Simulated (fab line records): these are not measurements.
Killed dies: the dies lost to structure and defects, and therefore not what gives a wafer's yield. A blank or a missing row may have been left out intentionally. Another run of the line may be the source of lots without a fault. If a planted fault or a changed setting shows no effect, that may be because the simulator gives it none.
Which tool did it?    flow nand_harc    11 lots, 33 wafers sampled, at 6 steps of a route of 1302

WHAT EACH GAUGE READ, for each wafer
NHARC_END_SORT_01.
lot   measured      on         defect_limited_yield (%)
L355  day 29 05:02  prober-02  93

EACH LOT AND THE TOOL THAT RAN IT (in order: tool; ch and the chambers of the sampled wafers; start)
lot   NHARC_P_M2_ETCH_35                  NHARC_P_M2_ETCH_15                             NHARC_P_M2_DEGAS_29           NHARC_P_M2_ECD_22               NHARC_P_M2_CMP_23
L346  rie_diel-01 ch 0,2,3, day 6 17:53   rie_diel-01 ch 0,1,2, day 6 18:51 or earlier   pvd_sputter-02, day 6 18:51   ecd_cu-02 ch 0,1, day 6 19:13   cmp-03 ch 0,1,3, day 6 19:57
L347  rie_diel-01 ch 1,2, day 7 01:24     rie_diel-01 ch 2,3, day 7 02:27 or earlier     pvd_sputter-02, day 7 02:27   ecd_cu-02 ch 0,1, day 7 02:51   cmp-02 ch 0,2, day 7 03:33
L348  rie_diel-08 ch 0,1,2, day 7 19:40   rie_diel-08 ch 0,2, day 7 20:37 or earlier     pvd_sputter-01, day 7 20:37   ecd_cu-02 ch 0,1, day 7 20:59   cmp-04 ch 0,1,2, day 7 21:45
L349  rie_diel-08 ch 0,1,2, day 8 07:41   rie_diel-08 ch 0,1,3, day 8 08:38 or earlier   pvd_sputter-01, day 8 08:38   ecd_cu-01 ch 0,1, day 8 09:02   cmp-03 ch 1,2,3, day 8 09:44
L350  rie_diel-08 ch 0,1,3, day 8 14:28   rie_diel-08 ch 0,2,3, day 8 15:28 or earlier   pvd_sputter-02, day 8 15:28   ecd_cu-01 ch 0,1, day 8 15:49   cmp-02 ch 1,2,3, day 8 16:34
L351  rie_diel-08 ch 0,1, day 8 22:12     rie_diel-08 ch 0,3, day 8 23:12 or earlier     pvd_sputter-03, day 8 23:12   ecd_cu-01 ch 0,1, day 8 23:40   cmp-04 ch 1,2, day 9 00:17
L352  rie_diel-11 ch 0,1, day 9 14:53     rie_diel-11 ch 0,1, day 9 15:50 or earlier     pvd_sputter-03, day 9 15:50   ecd_cu-02 ch 0,1, day 9 16:14   cmp-03 ch 0,3, day 9 16:55
L355  rie_diel-01 ch 2,3, day 10 10:12    rie_diel-01 ch 1,2,3, day 10 11:08 or earlier  pvd_sputter-03, day 10 11:08  ecd_cu-02 ch 1, day 10 11:33    cmp-04 ch 1,2,3, day 10 12:13
L356  rie_diel-08 ch 0,2,3, day 11 01:14  rie_diel-08 ch 0,3, day 11 02:15 or earlier    pvd_sputter-02, day 11 02:15  ecd_cu-01 ch 0,1, day 11 02:37  cmp-04 ch 1,2,3, day 11 03:20
L357  rie_diel-11 ch 0,3, day 11 13:58    rie_diel-11 ch 1,2, day 11 14:54 or earlier    pvd_sputter-03, day 11 14:54  ecd_cu-02 ch 0,1, day 11 15:19  cmp-02 ch 0,1,3, day 11 16:02
L367  rie_diel-01 ch 0,1,3, day 15 21:15  rie_diel-01 ch 0,1,2, day 15 22:11 or earlier  pvd_sputter-01, day 15 22:11  ecd_cu-01 ch 0,1, day 15 22:32  cmp-04 ch 0,2,3, day 15 23:37
- NHARC_P_M2_ETCH_35: etches the open film in N2/H2, target depth 40 nm, overetch 12 nm, time 43.94 s.
- NHARC_P_M2_ETCH_15: etches the open film in C4F8/Ar, target depth 182.5 nm, time 91.2 s.
- NHARC_P_M2_DEGAS_29: time 60 s.
- NHARC_P_M2_ECD_22: material Cu, target thk 400 nm.
- NHARC_P_M2_CMP_23: polishes, t overpolish 20 s, target thk 144.3 nm.

THE ANSWER, worked out from the rows above alone
Rule: usual is defined by the lots themselves. The widest of any qualifying gaps counts: lots, ordered by their means at a reading, are off when they make up no more than a third of the lots, leave a main group of 4 or more, and stand apart from it by 3 or more times the standard deviation of that group's means. If all means in a main group match to the digits the tables above print for the reading, that group is not used. A lot without any number at a reading at which 4 lots or more have one is off too. Any other lot the step has rows for is counted as sound.
None of the lots is off at any reading shown; this tells nothing.

WHAT THE SIMULATOR HAD PUT IN
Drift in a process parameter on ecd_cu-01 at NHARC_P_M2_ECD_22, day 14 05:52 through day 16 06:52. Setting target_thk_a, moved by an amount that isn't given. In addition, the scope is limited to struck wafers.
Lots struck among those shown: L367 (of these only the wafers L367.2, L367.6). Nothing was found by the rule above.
